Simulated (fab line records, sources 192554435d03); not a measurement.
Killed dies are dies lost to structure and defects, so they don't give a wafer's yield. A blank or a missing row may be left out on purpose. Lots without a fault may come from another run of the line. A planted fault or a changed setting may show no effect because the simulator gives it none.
A struck lot beside a sound one | flow n5_finfet | 40 steps out of a route of 1938
Sound: wafers L613.2, L613.3, L613.4. Struck: wafers L600.4, L600.6. (L600.1 of the same lot was not struck and is left out.) The cause comes at the end.
At each step with rows: each side's tool, then ch and its chambers, then its first start. Under that, the readings that differ: sound wafers | struck wafers | difference of the means | sigmas: that difference in standard deviations of wafers without a fault.
alike: readings whose means differ by less than 2 such deviations, and words and numbers that are the same on both sides. not compared: withheld readings, readings that some wafer has no value for, bounds like >300 that may hide the same value, and numbers for which the record gives no deviation and whose values overlap.
The two part at a step that has a row with sigmas, a row that says differs or no value, or rows on one side only. Numbers that don't overlap but have no deviation are shown without sigmas and don't part them. A reading that every wafer of one side lacks parts them only if that side has two wafers or more.

first, 9 steps without rows for these wafers: N5_BEOL_M4_ANNEAL_95 (time 240 s); N5_BEOL_M4_SPUTTER_96 (material Cu, target thk 4.5 nm, time 8.29 s); N5_BEOL_M4_ECD_50 (material Cu, target thk 300 nm); N5_BEOL_M4_ANNEAL_51 (time 90 s); N5_BEOL_M4_CMP_52 (polishes, stops on SiOC, t overpolish 6.8 s, target thk 40 nm); N5_BEOL_M4_PRE_CLEAN_60 (time 15 s); N5_BEOL_M4_CO_CAP_55 (material Co, precursor CCTBA/H2, target thk 2 nm, time 102.1 s); N5_BEOL_M4_PRE_CLEAN_56 (time 15 s); N5_BEOL_M4_DEP_57 (deposits SiCN from 3MS/NH3, target thk 8 nm, time 14 s).
N5_BEOL_M4_RC_MEAS_101:
  sound on prober-01 ch 0, day 15 12:49; struck on prober-01 ch 0, day 12 01:31
  reading       | sound       | struck  | difference | sigmas
  ION_P (uA/um) | 463 463 464 | 483 486 | +21        | +2
  alike: DIBL_N, DIBL_P, IOFF_N, IOFF_P, ION_N, SS_N, SS_P, VT_N, VT_P
then, 24 steps without rows for these wafers: N5_BEOL_M5_ILD_DEP_00 (deposits SiCOH lowk from DEMS/porogen, target thk 140.64 nm, time 25.9 s); N5_BEOL_M5_CURE_79 (cures SiCOH lowk, time 240 s); N5_BEOL_M5_PECVD_70 (deposits SiO2 from TEOS/O2, target thk 16 nm, time 18 s); N5_BEOL_M5_HM_DEP_02 (deposits TiN, target thk 20 nm); N5_BEOL_M5_COAT_59 (time 60 s, resist thk 60 nm); N5_BEOL_M5_COAT_60 (time 60 s, resist thk 12 nm); N5_BEOL_M5_COAT_71 (time 60 s, resist thk 5 nm); N5_BEOL_M5_COAT_05 (resist thk 30 nm); N5_BEOL_M5_EBR_07; N5_BEOL_M5_SOFTBAKE_06 (time 60 s); N5_BEOL_M5_EXPOSE_08 (exposes mask M5, target cd 28 nm); N5_BEOL_M5_PEB_09 (peb time 60 s); N5_BEOL_M5_DEVELOP_10 (develop time 30 s); N5_BEOL_M5_DESCUM_16 (chemistry O2, time 7 s); N5_BEOL_M5_ETCH_72 (etches underlayer in N2/H2, target depth 6.5 nm, time 5.2 s); N5_BEOL_M5_ETCH_61 (etches SiARC in CF4, target depth 15.6 nm, time 26 s); N5_BEOL_M5_ETCH_62 (etches SOC in N2/H2, target depth 75 nm, overetch 15 nm, time 112.5 s); N5_BEOL_M5_STRIP_63 (strips in N2/H2); N5_BEOL_M5_STRIP_73 (strips in N2/H2); N5_BEOL_M5_STRIP_64 (strips in CF4); N5_BEOL_M5_HM_OPEN_17 (chemistry Cl2/BCl3, target TiN, target depth 20 nm, overetch 6 nm); N5_BEOL_M5_STRIP_19 (strips in O2); N5_BEOL_M5_COAT_65 (time 60 s, resist thk 60 nm); N5_BEOL_M5_COAT_66 (time 60 s, resist thk 12 nm).
-- the record jumps here: 3 days lie between the struck wafers' starts before and after (it left off in module BEOL_M5 and takes up again in module BEOL_M13, whose first step shown is number 1659 of the route) --
N5_BEOL_M13_ILD_DEP_00: deposits SiOC from DEMS/O2, target thk 837.92 nm, time 166.4 s.
  sound on pecvd-02 ch 0,1,2, day 18 13:53; struck on pecvd-02 ch 1,2, day 14 21:18
  reading                                       | sound                | struck      | difference                    | sigmas
  run_length_s (s)                              | 211.0 211.0 211.4    | 107.0 107.2 | -104.0                        | -99 or more
  susceptor_temp_C (C)                          | 350.29 350.03 350.09 | - -         | no value on the struck wafers |
  model.SiOC_of_BEOL_M13_ILD_DEP_00.thk_nm (nm) | 836.6 819 840.8      | 336 313.2   | -508                          |
  alike: chamber_pressure_Torr, heater_power_w, showerhead_plenum_p_Torr, showerhead_vpp_V, throttle_valve_pct
N5_BEOL_M13_THK_MEAS_01:
  sound on film_metro-01, day 18 14:02; struck on film_metro-02, day 14 21:28
  reading          | sound       | struck  | difference | sigmas
  M13_ILD_THK (nm) | 836 819 841 | 336 313 | -508       | -51
N5_BEOL_M13_VIA_ETCH_16: etches SiOC in C4F8/O2/Ar, target depth 921.7 nm.
  sound on rie_diel-02 ch 1,2,3, day 18 14:36; struck on rie_diel-02 ch 1,3, day 14 22:04
  reading                                    | sound           | struck      | difference | sigmas
  model.etch.depth_nm (nm)                   | 836.6 819 840.9 | 336 313.2   | -508       |
  model.coat_of_BEOL_M13_COAT_04.thk_nm (nm) | 70 77.2 67.6    | 222.6 229.2 | +154.3     |
  alike: O2_flow_sccm, chamber_pressure_mTorr, drypump_motor_current_A, oes_product_au, rf_vpp_V, showerhead_plenum_p_Torr, throttle_valve_pct
N5_BEOL_M13_STRIP_63: strips in N2/H2.
  sound on plasma_asher-02 ch 0,1, day 18 14:50; struck on plasma_asher-02 ch 1, day 14 22:17
  reading                        | sound              | struck        | difference | sigmas
  chamber_pressure_mTorr (mTorr) | 999.4 998.6 1000.5 | 1002.0 1001.5 | +2.2       | +2
  oes_product_au (a.u.)          | 0.669 0.675 0.673  | 0.835 0.843   | +0.167     | +38
  strip_time_to_endpoint_s (s)   | 27.7 29.7 26.9     | 68.4 70.1     | +41.2      | +34
  alike: drypump_motor_current_A, heater_power_w, n2_flow_sccm
  not compared: rf_hours_counter_h
N5_BEOL_M13_CMP_49: polishes, stops on SiOC, t overpolish 17.1 s, target thk 420 nm.
  sound on cmp-01 ch 0,2,3, day 18 18:13; struck on cmp-01 ch 0,2, day 15 03:29
  reading                                       | sound         | struck      | difference | sigmas
  model.SiOC_of_BEOL_M13_ILD_DEP_00.thk_nm (nm) | 778 760 782.4 | 277.4 254.6 | -507.5     |
  alike: motor_current_A
N5_PASSIVATION_PROBE_49:
  sound on prober-01, day 19 18:56; struck on prober-02, day 16 03:34
  reading                  | sound          | struck    | difference | sigmas
  defect_limited_yield (%) | 89.4 91.2 89.2 | 0 0       | -90        | -64
  killed_at_M4_up          | 17 7 18        | 1097 1109 | +1089      | +99 or more
  killed_dies              | 125 104 127    | 1180 1180 | +1061      | +62
  killed_on_rim            | 18 17 14       | 152 152   | +136       | +35
  killed_short             | 48 45 37       | 25 17     | -22        | -3
  sort_bin_5_function (%)  | 6.5 5.3 7.0    | 4.4 3.6   | -2.3       | -2
  sort_n_pass              | 1055 1076 1053 | 0 0       | -1061      | -56
  sort_yield_pct (%)       | 89.4 91.2 89.2 | 0 0       | -90        | -56
  alike: killed_at_M0_to_M3, killed_at_contacts, killed_at_front_end, killed_at_other, killed_open, sort_bin_6_memory, sort_bin_8_speed

WHERE THEY PART
First at N5_BEOL_M4_RC_MEAS_101; last, within this record, at N5_PASSIVATION_PROBE_49.

WHY: what the simulator had put in
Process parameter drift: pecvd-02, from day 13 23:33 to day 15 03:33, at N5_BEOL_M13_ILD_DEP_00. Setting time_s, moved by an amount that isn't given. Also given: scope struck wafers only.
